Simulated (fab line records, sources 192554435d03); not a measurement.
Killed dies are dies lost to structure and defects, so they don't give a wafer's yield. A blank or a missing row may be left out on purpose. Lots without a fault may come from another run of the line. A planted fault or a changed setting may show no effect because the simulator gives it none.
Chamber matching | flow n5_finfet | N5_MOL_CONTACT_COAG_ALD_123 on ald_sin-01: 4 sister chambers
The step deposits SiNx, target thk 5 nm, pulse time 1 s, purge time 2 s. 4 wafers are shown with their chamber, then 9 later ones without.

WAFERS WITH THEIR CHAMBER
wafer  | chamber | heater_power_w (W)
L084.5 | 3       | 727
L088.1 | 1       | 828
L090.1 | 2       | 666
L090.6 | 0       | 874

WAFERS WITHOUT THEIR CHAMBER
wafer  | heater_power_w (W)
L093.1 | 897
L093.5 | 723
L093.6 | 674
L094.2 | 876
L094.3 | 669
L094.5 | 674
L097.2 | 689
L097.3 | 814
L097.6 | 685

WHICH CHAMBER EACH WENT THROUGH
wafer  | from the rows above     | in truth
L093.1 | 0                       | 0
L093.5 | 3                       | 3
L093.6 | 2                       | 2
L094.2 | 0                       | 0
L094.3 | 2                       | 2
L094.5 | 2                       | 2
L097.2 | can't be placed: 2 or 3 | 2
L097.3 | 1                       | 1
L097.6 | can't be placed: 2 or 3 | 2
Placed correctly: 7 of 9. Can't be placed from these rows: 2 (the true chamber is among the candidates in 2). Placed wrongly: 0.
How it was worked out, from the rows above alone: a wafer's distance from a chamber is the root of the sum, over the readings, of the square of ((its reading less the chamber's mean) divided by the reading's scatter). The wafer belongs to the nearest chamber; if the next one is less than 2 further off, it can't be placed. A chamber's mean is the mean of its shown wafers. The scatter: with one shown wafer a chamber, the root of the mean of the squares of how far each hidden wafer lies from its nearest shown one.
